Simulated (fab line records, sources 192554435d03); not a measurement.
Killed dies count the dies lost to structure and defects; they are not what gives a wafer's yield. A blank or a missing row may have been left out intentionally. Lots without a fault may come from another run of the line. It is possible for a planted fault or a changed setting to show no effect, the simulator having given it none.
fab line records | flow n5-finfet
[record] lots = 6 | wafers = 18 | last-day = 18
route steps=1938 shown BEOL_M4@1041 PASSIVATION@1936
lots untouched by any fault: they come from a run of this same line in which no faults occurred
start-h: start of the lot's first displayed wafer, in hours after the record's first day | wait-h: time in hours since the lot's previous step | " repeats the value in the row above | L1.1+2: one row covering several wafers at once | - either no value or no given start | * or withheld: withheld | < > ~ a bound
route shown NAME@n: a module of which the file shows steps, and the number in the route of the first | usual: mean/standard deviation of fault-free wafers | same: alike in all rows | chamber/n: place in a boat | sites: each site's reading | _std_site: how widely they spread, as a standard deviation | _edge_site: mean of outer sites minus mean of inner sites | radius-mm: for every site, how far away it sits from the centre of the wafer | mask NAME#n: copy n | behind: the most recent tool/chamber to have shaped the wafer | hold: why the lot was held/for how many hours/how that ended | device: the transistor (n, p or np) that didn't switch | end of line: tests of these same wafers at the route's end | a step with no rows: only its recipe | killed: at the first sort, the dies lost to defects and structure; wafer yield is something else | map: a wafer's dies, marking killed ones x, the rest . and places with no die _
set.NAME: the setting the step ran with; set.NAME@STEP: the setting that earlier step ran with | model.NAME: the simulator's own value behind a step, which no gauge read
lots at some steps of the route; a table a step, a row a wafer
services: from which hour (start-h, from the record's first day; less than 0 if before it) a tool's chamber was out of use, for how many hours, and why
[[steps]]
[step N5_BEOL_M4_STRIP_65]
[recipe] chemistry = N2/H2 | temp-c = 40 | n2-flow-sccm = 200 | h2-flow-sccm = 200 | rf-frequency-hz = 6e+07
[step N5_BEOL_M4_STRIP_75]
[recipe] chemistry = N2/H2 | temp-c = 40 | n2-flow-sccm = 200 | h2-flow-sccm = 200 | rf-frequency-hz = 6e+07
[step N5_BEOL_M4_STRIP_66]
[recipe] chemistry = CF4 | resist = SiARC | power-w = 300 | bias-power-w = 75 | pressure-mtorr = 50 | cf4-flow-sccm = 150 | rf-frequency-hz = 6e+07
[usual] drypump-motor-current-A = 5.8/0.45 | oes-product-au = 0.79/0.099 | power-w = 300.0/0.8 | rf-fwd-power-W = 292.6/0.79 | rf-vpp-V = 271.4/1.6 | showerhead-plenum-p-Torr = 1.80/0.057 | throttle-valve-pct = 13.50/0.19
lot.wafer | tool        | chamber | start-h | wait-h | drypump-motor-current-A | oes-product-au | power-w | rf-fwd-power-W | rf-hours-counter-h | rf-vpp-V | showerhead-plenum-p-Torr | throttle-valve-pct
L633.1    | rie-diel-04 | 0       | 157.47  | 0.0    | 6.7                     | 0.68           | 298.9   | 293.7          | 247                | 268.2    | 1.69                     | 13.97
L633.3    | "           | 1       | "       | "      | 6.3                     | 0.67           | 300.2   | 292.5          | 244                | 270.5    | 1.76                     | 13.64
L633.4    | "           | 2       | "       | "      | 5.6                     | 0.71           | 301.0   | 292.2          | 218                | 269.6    | 1.71                     | 13.82
L635.1    | rie-diel-02 | 3       | 192.14  | 0.0    | 5.6                     | 0.72           | 300.4   | 292.5          | 176                | 271.2    | 1.77                     | 13.54
L635.2    | "           | 1       | "       | "      | 6.2                     | 0.71           | 299.5   | 292.6          | 218                | 271.6    | 1.84                     | 13.58
L635.4    | "           | 2       | "       | "      | 5.2                     | 0.70           | 299.4   | 292.9          | 233                | 273.6    | 1.84                     | 13.92
L649.1    | rie-diel-04 | 3       | 266.79  | 0.0    | 6.4                     | 0.82           | 299.8   | 291.8          | 71                 | 271.6    | 1.81                     | 13.56
L649.4    | "           | 2       | "       | "      | 5.6                     | 0.95           | 300.7   | 293.8          | 5                  | 273.3    | 1.91                     | 13.28
L649.5    | "           | 3       | "       | "      | 6.4                     | 0.83           | 301.2   | 292.0          | -                  | 271.1    | 1.81                     | 13.57
L648.3    | rie-diel-04 | 0       | 267.17  | 0.0    | 6.7                     | 0.85           | 300.5   | 291.6          | 32                 | 274.6    | 1.89                     | 13.49
L648.4    | "           | 2       | "       | "      | 5.6                     | 0.95           | 299.4   | 292.2          | 5                  | 273.9    | 1.91                     | 13.31
L648.6    | "           | 1       | "       | "      | 6.3                     | 0.90           | 301.5   | 293.2          | -                  | 269.3    | 1.75                     | 13.17
L652.1    | rie-diel-03 | 2       | 282.06  | 0.0    | 5.5                     | 0.76           | 300.0   | 293.8          | 137                | 271.2    | 1.79                     | 13.44
L652.4    | "           | 3       | "       | "      | 5.7                     | 0.88           | 299.5   | 292.3          | 33                 | 272.1    | 1.89                     | 13.39
L652.6    | "           | 2       | "       | "      | 5.5                     | 0.76           | 300.3   | 293.6          | -                  | 270.4    | 1.79                     | 13.43
L655.2    | rie-diel-02 | 3       | 306.01  | 0.0    | 5.6                     | 0.69           | 300.9   | 292.6          | 224                | 271.4    | 1.76                     | 13.64
L655.4    | "           | 3       | "       | "      | 5.6                     | 0.68           | 299.2   | 294.3          | -                  | 271.3    | 1.76                     | 13.63
L655.6    | "           | 1       | "       | "      | 6.2                     | 0.95           | 301.0   | 291.6          | -                  | 271.0    | 1.82                     | 13.08
[step N5_BEOL_M4_HM_OPEN_17]
[recipe] chemistry = Cl2/BCl3 | target-depth-a = 200 | overetch-a = 60 | target = TiN | mask-material = SOC | ion-energy-ev = 150 | pressure-mtorr = 10 | icp-w = 1000 | bias-w = 126 | Cl2_flow_sccm = 53.25 | bcl3-flow-sccm = 21.75 | Ar_flow_sccm = 25
[usual] bcl3-flow-sccm = 21.75/0.06 | drypump-motor-current-A = 5.8/0.42 | oes-product-au = 0.63/0.088 | rf-fwd-power-W = 990/3.5 | throttle-valve-pct = 22.21/0.25
lot.wafer | tool         | chamber | start-h | wait-h | bcl3-flow-sccm | drypump-motor-current-A | oes-product-au | rf-fwd-power-W | rf-hours-counter-h | throttle-valve-pct
L633.1    | rie-metal-01 | 1       | 157.51  | 0.0    | 21.82          | 5.4                     | 0.60           | 989            | 74                 | 21.99
L633.3    | "            | 0       | "       | "      | 21.75          | 5.6                     | 0.52           | 990            | -                  | 22.28
L633.4    | "            | 1       | "       | "      | 21.76          | 5.4                     | 0.60           | 992            | -                  | 22.01
L635.1    | rie-metal-03 | 1       | 192.18  | 0.0    | 21.87          | 5.4                     | 0.66           | 988            | 54                 | 22.65
L635.2    | "            | 0       | "       | "      | 21.76          | 5.5                     | 0.57           | 994            | 107                | 22.27
L635.4    | "            | 0       | "       | "      | 21.76          | 5.5                     | 0.58           | 994            | -                  | 22.26
L649.1    | rie-metal-02 | 0       | 266.83  | 0.0    | 21.76          | 6.4                     | 0.74           | 988            | 17                 | 22.23
L649.4    | "            | 1       | "       | "      | 21.83          | 6.4                     | 0.53           | 992            | -                  | 21.93
L649.5    | "            | 0       | "       | "      | 21.72          | 6.3                     | 0.74           | 989            | -                  | 22.22
L648.3    | rie-metal-03 | 1       | 267.24  | 0.1    | 21.78          | 5.5                     | 0.64           | 987            | -                  | 22.66
L648.4    | "            | 0       | "       | "      | 21.81          | 5.6                     | 0.55           | 992            | -                  | 22.31
L648.6    | "            | 0       | "       | "      | 21.80          | 5.5                     | 0.56           | 995            | -                  | 22.30
L652.1    | rie-metal-01 | 1       | 282.10  | 0.0    | 21.72          | 5.4                     | 0.58           | 987            | 84                 | 22.02
L652.4    | "            | 0       | "       | "      | 21.72          | 5.6                     | 0.82           | 993            | -                  | 21.90
L652.6    | "            | 1       | "       | "      | 21.69          | 5.4                     | 0.58           | 991            | -                  | 22.01
L655.2    | rie-metal-02 | 0       | 306.09  | 0.1    | 21.76          | 6.3                     | 0.73           | 993            | -                  | 22.22
L655.4    | "            | 0       | "       | "      | 21.83          | 6.3                     | 0.73           | 994            | -                  | 22.25
L655.6    | "            | 0       | "       | "      | 21.80          | 6.3                     | 0.73           | 988            | -                  | 22.23
[step N5_BEOL_M4_STRIP_19]
[recipe] chemistry = O2 | power-w = 400 | temp-c = 40 | pressure-mtorr = 30 | rf-frequency-hz = 6e+07 | bias-power-w = 0 | overash-fraction = 0.2 | o2-flow-sccm = 225
[usual] drypump-motor-current-A = 5.8/0.49 | oes-product-au = 0.77/0.088 | rf-vpp-V = 3.6/0.42 | showerhead-plenum-p-Torr = 2.11/0.075 | throttle-valve-pct = 16.65/0.17
lot.wafer | tool        | chamber | start-h | wait-h | drypump-motor-current-A | oes-product-au | rf-hours-counter-h | rf-vpp-V | showerhead-plenum-p-Torr | throttle-valve-pct
L633.1    | rie-diel-04 | 0       | 157.74  | 0.2    | 6.7                     | 0.68           | 247                | 4.0      | 1.98                     | 17.07
L633.3    | "           | 1       | "       | "      | 6.3                     | 0.67           | 244                | 4.1      | 2.07                     | 16.73
L633.4    | "           | 2       | "       | "      | 5.6                     | 0.73           | 218                | 3.9      | 1.98                     | 16.81
L635.1    | rie-diel-04 | 0       | 192.42  | 0.2    | 6.7                     | 0.94           | 4                  | 2.6      | 2.24                     | 16.61
L635.2    | "           | 3       | "       | "      | 6.4                     | 0.89           | 42                 | 4.0      | 2.14                     | 16.68
L635.4    | "           | 3       | "       | "      | 6.4                     | 0.89           | -                  | 3.2      | 2.14                     | 16.69
L649.1    | rie-diel-02 | 3       | 266.94  | 0.1    | 5.6                     | 0.70           | 207                | 3.5      | 2.08                     | 16.72
L649.4    | "           | 0       | "       | "      | 5.3                     | 0.70           | -                  | 3.7      | 2.00                     | 16.73
L649.5    | "           | 1       | "       | "      | 6.2                     | 0.68           | -                  | 3.4      | 2.14                     | 16.65
L648.3    | rie-diel-03 | 1       | 267.32  | 0.1    | 5.3                     | 0.80           | 104                | 3.7      | 2.12                     | 16.50
L648.4    | "           | 0       | "       | "      | 5.6                     | 0.70           | 220                | 3.4      | 2.06                     | 16.57
L648.6    | "           | 1       | "       | "      | 5.3                     | 0.80           | -                  | 3.2      | 2.12                     | 16.49
L652.1    | rie-diel-03 | 3       | 282.24  | 0.1    | 5.7                     | 0.89           | 33                 | 4.3      | 2.23                     | 16.56
L652.4    | "           | 1       | "       | "      | 5.3                     | 0.80           | 109                | 3.2      | 2.11                     | 16.50
L652.6    | "           | 1       | "       | "      | 5.3                     | 0.80           | -                  | 3.3      | 2.11                     | 16.50
L655.2    | rie-diel-04 | 1       | 306.26  | 0.1    | 6.3                     | 0.89           | 38                 | 3.7      | 2.06                     | 16.38
L655.4    | "           | 2       | "       | "      | 5.6                     | 0.93           | 19                 | 3.0      | 2.22                     | 16.42
L655.6    | "           | 3       | "       | "      | 6.4                     | 0.84           | -                  | 3.3      | 2.12                     | 16.75
[step N5_BEOL_M4_CD_MEAS_18]
[recipe] pitch-nm = 36 | target-cd-nm = 18
[usual] cd-nm = 18.1/0.37
lot.wafer | tool      | chamber | start-h | wait-h | cd-nm
L633.1    | cd-sem-02 | -       | 157.81  | 0.0    | 17.5
L633.3    | "         | -       | "       | "      | 18.2
L633.4    | "         | -       | "       | "      | 18.0
L635.1    | cd-sem-01 | -       | 192.50  | 0.1    | 17.9
L635.2    | "         | -       | "       | "      | 17.9
L635.4    | "         | -       | "       | "      | 18.4
L649.1    | cd-sem-02 | -       | 267.01  | 0.0    | 18.2
L649.4    | "         | -       | "       | "      | 17.8
L649.5    | "         | -       | "       | "      | 18.1
L648.3    | cd-sem-02 | -       | 267.40  | 0.1    | 18.2
L648.4    | "         | -       | "       | "      | 18.5
L648.6    | "         | -       | "       | "      | 18.3
L652.1    | cd-sem-02 | -       | 282.31  | 0.0    | 18.2
L652.4    | "         | -       | "       | "      | 18.0
L652.6    | "         | -       | "       | "      | 18.2
L655.2    | cd-sem-02 | -       | 306.33  | 0.1    | 18.3
L655.4    | "         | -       | "       | "      | 18.2
L655.6    | "         | -       | "       | "      | 17.9
[step N5_BEOL_M4_COAT_67]
[recipe] resist = SOC | temp-c = 250 | time-s = 60 | spin-rpm = 1500 | resist-thk-nm = 60
[step N5_BEOL_M4_COAT_68]
[recipe] resist = SiARC | temp-c = 220 | time-s = 60 | spin-rpm = 1500 | resist-thk-nm = 12
[step N5_BEOL_M4_COAT_76]
[recipe] resist = underlayer | temp-c = 205 | time-s = 60 | spin-rpm = 1500 | resist-thk-nm = 5
[step N5_BEOL_M4_COAT_22]
[recipe] resist = CAR-EUV | spin-rpm = 1500 | resist-thk-nm = 30
[step N5_BEOL_M4_EBR_24]
[recipe] solvent = PGMEA | ebr-width-mm = 1.5
[step N5_BEOL_M4_SOFTBAKE_23]
[recipe] temp-c = 110 | time-s = 60 | resist = CAR-EUV
[step N5_BEOL_M4_EXPOSE_25]
[recipe] mask-id = V3 | na = 0.33 | source-shape = quasar | sigma-inner = 0.2 | sigma-outer = 0.8 | polarization = unpolarized | defocus-nm = 5 | dose-mj = 63
lot.wafer  | tool           | chamber | start-h | wait-h | mask | model.BEOL_M4.overlay-x-nm
L633.1+3+4 | euv-scanner-02 | 0       | 157.99  | -      | V3#0 | -0.2
L635.1+2+4 | euv-scanner-01 | 0       | 192.80  | -      | V3#0 | 0
L649.1+4+5 | euv-scanner-01 | 0       | 267.39  | -      | V3#0 | 4
L648.3+4+6 | euv-scanner-01 | 0       | 267.59  | -      | V3#0 | 3.8
L652.1+4+6 | euv-scanner-02 | 0       | 286.91  | -      | V3#0 | -0.2
L655.2+4+6 | euv-scanner-02 | 0       | 306.51  | -      | V3#0 | -0.2
[step N5_BEOL_M4_PEB_26]
[recipe] peb-temp-c = 100 | peb-time-s = 60 | resist = CAR-EUV
[step N5_BEOL_M4_DEVELOP_27]
[recipe] develop-time-s = 30 | developer = TMAH | resist = CAR-EUV | rinse-liquid = surfactant-rinse | dry = air-spin | dev-temp-c = 23
[step N5_BEOL_M4_CD_MEAS_28]
[recipe] target-cd-nm = 26.2 | landing-energy-ev = 500 | detector = se-inlens | target-cd-y-nm = 24.1 | polarity = opening
[usual] cd-nm = 26.19/0.24
lot.wafer | tool      | chamber | start-h | wait-h | cd-nm
L633.1    | cd-sem-01 | 0       | 158.13  | -      | 26.12
L633.3    | "         | 0       | "       | "      | 25.77
L633.4    | "         | 0       | "       | "      | 26.32
L635.1    | cd-sem-02 | 0       | 192.95  | -      | 25.68
L635.2    | "         | 0       | "       | "      | 25.89
L635.4    | "         | 0       | "       | "      | 25.68
L649.1    | cd-sem-03 | 0       | 267.53  | -      | 26.37
L649.4    | "         | 0       | "       | "      | 26.01
L649.5    | "         | 0       | "       | "      | 26.13
L648.3    | cd-sem-03 | 0       | 267.72  | -      | 26.40
L648.4    | "         | 0       | "       | "      | 26.25
L648.6    | "         | 0       | "       | "      | 26.35
L652.1    | cd-sem-02 | 0       | 287.05  | -      | 26.23
L652.4    | "         | 0       | "       | "      | 25.86
L652.6    | "         | 0       | "       | "      | 26.02
L655.2    | cd-sem-02 | 0       | 306.65  | -      | 26.44
L655.4    | "         | 0       | "       | "      | 26.19
L655.6    | "         | 0       | "       | "      | 26.43
[step N5_BEOL_M4_OVL_MEAS_29]
[recipe] points-per-wafer = 522
[usual] V3_OVL = 0.0/0.71
lot.wafer | tool       | chamber | start-h | wait-h | V3_OVL[nm]
L633.1    | overlay-01 | 0       | 158.16  | 0.0    | 0.4
L633.3    | "          | 0       | "       | "      | -0.1
L633.4    | "          | 0       | "       | "      | 0.4
L635.1    | overlay-02 | 0       | 192.98  | 0.0    | 1.3
L635.2    | "          | 0       | "       | "      | -0.2
L635.4    | "          | 0       | "       | "      | -0.5
L649.1    | overlay-01 | 0       | 267.56  | 0.0    | 3.9
L649.4    | "          | 0       | "       | "      | 4.5
L649.5    | "          | 0       | "       | "      | 3.6
L648.3    | overlay-02 | 0       | 267.76  | 0.0    | 3.5
L648.4    | "          | 0       | "       | "      | 2.5
L648.6    | "          | 0       | "       | "      | 2.9
L652.1    | overlay-02 | 0       | 287.08  | 0.0    | -0.4
L652.4    | "          | 0       | "       | "      | -0.3
L652.6    | "          | 0       | "       | "      | -0.9
L655.2    | overlay-02 | 0       | 306.69  | 0.0    | -0.1
L655.4    | "          | 0       | "       | "      | -0.8
L655.6    | "          | 0       | "       | "      | -0.1
[step N5_BEOL_M4_INSPECT_30]
[recipe] mode = adi | inspect-instrument = brightfield
[usual] raw-defect-count = 422/87
lot.wafer | tool              | chamber | start-h | wait-h | raw-defect-count
L633.1    | defect-inspect-02 | -       | 158.22  | 0.1    | 530
L633.3    | "                 | -       | "       | "      | 479
L633.4    | "                 | -       | "       | "      | 398
L635.1    | defect-inspect-01 | -       | 193.04  | 0.1    | 298
L635.2    | "                 | -       | "       | "      | 586
L635.4    | "                 | -       | "       | "      | 621
L649.1    | defect-inspect-01 | -       | 267.62  | 0.1    | 521
L649.4    | "                 | -       | "       | "      | 394
L649.5    | "                 | -       | "       | "      | 415
L648.3    | defect-inspect-01 | -       | 267.80  | 0.0    | 234
L648.4    | "                 | -       | "       | "      | 325
L648.6    | "                 | -       | "       | "      | 398
L652.1    | defect-inspect-02 | -       | 287.14  | 0.1    | 377
L652.4    | "                 | -       | "       | "      | 416
L652.6    | "                 | -       | "       | "      | 331
L655.2    | defect-inspect-01 | -       | 306.75  | 0.1    | 362
L655.4    | "                 | -       | "       | "      | 430
L655.6    | "                 | -       | "       | "      | 347
[step N5_BEOL_M4_RC_MEAS_101]
[usual] DIBL_N = 35.8/1.6 | DIBL_P = 36.0/1.9 | IOFF_N = 0.151/0.029 | IOFF_P = 0.21/0.037 | ION_N = 673/12 | ION_P = 463/7.3 | SS_N = 71.5/0.58 | SS_P = 73.2/0.61 | VT_N = 251/3.3 | VT_P = -250/3.3
lot.wafer | tool      | chamber | start-h | wait-h | DIBL_N[mV/V] | DIBL_P[mV/V] | IOFF_N[nA/um] | IOFF_P[nA/um] | ION_N[uA/um] | ION_P[uA/um] | SS_N[mV/dec] | SS_P[mV/dec] | VT_N[mV] | VT_P[mV]
L633.1    | prober-01 | 0       | 167.23  | 0.0    | 36.0         | 34.6         | 0.149         | 0.19          | 670          | 462          | 71.2         | 72.9         | 252      | -252
L633.3    | "         | 0       | "       | "      | 37.7         | 37.0         | 0.179         | 0.24          | 687          | 472          | 71.2         | 73.5         | 246      | -247
L633.4    | "         | 0       | "       | "      | 35.0         | 33.2         | 0.124         | 0.18          | 664          | 458          | 71.3         | 72.8         | 254      | -252
L635.1    | prober-01 | 0       | 204.31  | 0.0    | 35.7         | 34.6         | 0.141         | 0.21          | 670          | 464          | 71.9         | 72.7         | 250      | -246
L635.2    | "         | 0       | "       | "      | 37.5         | 36.9         | 0.180         | 0.24          | 682          | 471          | 71.4         | 73.7         | 246      | -247
L635.4    | "         | 0       | "       | "      | 36.0         | 35.3         | 0.144         | 0.22          | 667          | 463          | 71.4         | 72.8         | 249      | -249
L649.1    | prober-01 | 0       | 277.28  | 0.0    | 36.1         | 36.7         | 0.174         | 0.22          | 691          | 473          | 71.8         | 73.6         | 247      | -252
L649.4    | "         | 0       | "       | "      | 33.0         | 32.3         | 0.112         | 0.16          | 659          | 455          | 70.5         | 72.4         | 255      | -251
L649.5    | "         | 0       | "       | "      | 33.6         | 33.6         | 0.128         | 0.17          | 677          | 463          | 71.3         | 73.2         | 252      | -251
L648.3    | prober-02 | 0       | 278.80  | 0.3    | 36.0         | 35.6         | 0.178         | 0.24          | 679          | 466          | 71.7         | 73.5         | 249      | -247
L648.4    | "         | 0       | "       | "      | 35.1         | 34.5         | 0.145         | 0.22          | 666          | 468          | 71.4         | 73.3         | 250      | -249
L648.6    | "         | 0       | "       | "      | 38.9         | 38.8         | 0.218         | 0.29          | 692          | 471          | 72.7         | 74.7         | 247      | -246
L652.1    | prober-01 | 0       | 298.73  | 0.0    | 35.4         | 37.2         | 0.163         | 0.22          | 687          | 471          | 71.6         | 74.1         | 248      | -249
L652.4    | "         | 0       | "       | "      | 35.1         | 36.1         | 0.154         | 0.20          | 676          | 460          | 71.5         | 73.4         | 247      | -252
L652.6    | "         | 0       | "       | "      | 35.6         | 37.5         | 0.161         | 0.21          | 675          | 464          | 71.8         | 74.1         | 249      | -251
L655.2    | prober-01 | 0       | 314.73  | 0.2    | 34.0         | 34.4         | 0.113         | 0.19          | 654          | 457          | 71.1         | 73.3         | 256      | -252
L655.4    | "         | 0       | "       | "      | 33.1         | 34.0         | 0.114         | 0.18          | 671          | 471          | 70.7         | 72.3         | 258      | -251
L655.6    | "         | 0       | "       | "      | 31.8         | 32.0         | 0.099         | 0.15          | 664          | 463          | 71.3         | 72.2         | 257      | -252
[step N5_PASSIVATION_PROBE_49]
[usual] defect-limited-yield = 90.9/1.4 | killed_at_M0_to_M3 = 37/12 | killed_at_M4_up = 14/5.3 | killed-at-contacts = 12/6.2 | killed-at-front-end = 41/11 | killed-at-other = 3.7/2.9 | killed-dies = 107/17 | killed-open = 71/12 | killed-short = 34/7.9 | sort_bin_5_function = 5.3/0.95 | sort_bin_6_memory = 3.4/0.7 | sort-n-pass = 1073/17 | sort-yield-pct = 90.9/1.5
[same] gross-dies = 1180 | killed-at-back-side = 0 | sort_bin_4_leakage[%] = 0 | sort_bin_8_speed[%] = 0
lot.wafer | tool      | chamber | start-h | wait-h | defect-limited-yield[%] | killed_at_M0_to_M3 | killed_at_M4_up | killed-at-contacts | killed-at-front-end | killed-at-other | killed-dies | killed-open | killed-short | sort_bin_5_function[%] | sort_bin_6_memory[%] | sort-n-pass | sort-yield-pct[%]
L635.1    | prober-01 | -       | 320.79  | 0.0    | 90.2                    | 35                 | 13              | 14                 | 51                  | 3               | 116         | 77          | 36           | 5.9                    | 3.6                  | 1064        | 90.2
L635.2    | prober-01 | -       | 320.84  | 0.1    | 90.6                    | 51                 | 10              | 8                  | 33                  | 9               | 111         | 68          | 38           | 6.1                    | 3.1                  | 1069        | 90.6
L635.4    | prober-01 | -       | 320.94  | 0.2    | 90.9                    | 33                 | 8               | 16                 | 47                  | 3               | 107         | 76          | 28           | 5.7                    | 3.1                  | 1073        | 90.9
L648.6    | prober-02 | -       | 389.25  | 0.3    | 89.3                    | 52                 | 19              | 18                 | 32                  | 5               | 126         | 80          | 40           | 6.3                    | 3.6                  | 1054        | 89.3
// killed by level:class
L635.1 FIN_SAQP:geometric-particle:open=13 MOL_CONTACT_COAG:geometric-particle:open=11 STI_FIN_REVEAL:geometric-particle:open=9 BEOL_M3:geometric-particle:open=9 BEOL_M0_SAQP:geometric-particle:open=8 FIN_SAQP:geometric-particle:short=7 STARTING-WAFER:geometric-particle:short=6 GATE_CUT:geometric-particle:short=5
L635.2 BEOL_M0_SAQP:geometric-particle:short=15 BEOL_M0_SAQP:geometric-particle:open=13 BEOL_M1:geometric-particle:open=9 FIN_SAQP:geometric-particle:open=7 STARTING-WAFER:geometric-particle:open=6 STI_FIN_REVEAL:geometric-particle:open=5 MOL_CONTACT_COAG:geometric-particle:open=4 BEOL_M3:geometric-particle:open=4
L635.4 FIN_SAQP:geometric-particle:open=13 MOL_CONTACT_COAG:geometric-particle:open=12 STI_FIN_REVEAL:geometric-particle:open=10 BEOL_M0_SAQP:geometric-particle:short=8 BEOL_M0_SAQP:geometric-particle:open=8 BEOL_M0:geometric-particle:open=6 STI_FIN_REVEAL:geometric-particle:short=4 MOL_CONTACT_COAG:geometric-particle:short=4
L648.6 MOL_CONTACT_COAG:geometric-particle:open=11 BEOL_M0_SAQP:geometric-particle:open=11 BEOL_M3:geometric-particle:open=9 BEOL_M0_SAQP:geometric-particle:short=8 BEOL_M2:geometric-particle:open=8 BEOL_M4:geometric-particle:open=8 MOL_CONTACT_COAG:geometric-particle:short=6 GATE_CUT:geometric-particle:short=5
[[services]]
tool           | chamber | start-h | hours | kind
euv-scanner-02 | -       | 138.19  | 1.0   | pm
rie-diel-02    | -       | 145.40  | 4.3   | pm
euv-scanner-01 | -       | 150.10  | 1.0   | pm
rie-diel-02    | -       | 163.03  | 3.2   | repair
rie-diel-04    | 0       | 165.28  | -     | clean
rie-diel-04    | 0       | 165.28  | -     | consumable-replace:focus-ring
rie-diel-04    | 0       | 165.28  | -     | consumable-replace:showerhead
rie-diel-04    | 0       | 165.28  | 18.7  | scheduled-down
rie-metal-01   | -       | 171.73  | 28.1  | pm
rie-diel-03    | 3       | 189.80  | 9.6   | repair
euv-scanner-02 | -       | 194.34  | 1.0   | pm
euv-scanner-01 | -       | 206.25  | 1.0   | pm
rie-diel-03    | -       | 219.02  | 2.8   | pm
euv-scanner-01 | -       | 238.70  | 23.5  | repair
rie-metal-03   | -       | 242.81  | 14.6  | pm
rie-metal-03   | -       | 258.06  | 1.4   | pm
rie-diel-03    | 0       | 259.75  | 6.6   | repair
rie-diel-02    | 0       | 261.10  | 2.4   | repair
euv-scanner-02 | -       | 262.17  | 1.0   | pm
euv-scanner-01 | -       | 263.18  | 1.0   | pm
euv-scanner-02 | -       | 264.23  | 5.8   | pm
euv-scanner-01 | -       | 282.41  | 5.8   | pm
euv-scanner-01 | -       | 292.47  | 0.3   | repair
euv-scanner-01 | -       | 299.42  | 4.6   | pm
[[key]]
[first-sign] step = N5_BEOL_M4_OVL_MEAS_29 | reading = V3_OVL | direction = up | sigmas = 4.9 | usual = 0.0 | struck = 3.5
effect none on later readings
[model-effect] step = N5_BEOL_M4_EXPOSE_25 | value = BEOL_M4.overlay-x-nm | without = 0.3 | struck = 3.9
met-at N5_BEOL_M4_EXPOSE_25
struck-wafers L648.3,L648.4,L648.6,L649.1,L649.4,L649.5
onset-between 192.80 267.39
also-fits N5_BEOL_M4_STRIP_66:rie-diel-04
[fault] kind = scanner-matching-overlay | tool = euv-scanner-01 | chamber = - | onset-h = 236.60 | steps = N5_BEOL_M4_EXPOSE_25 | offset = 3.5843
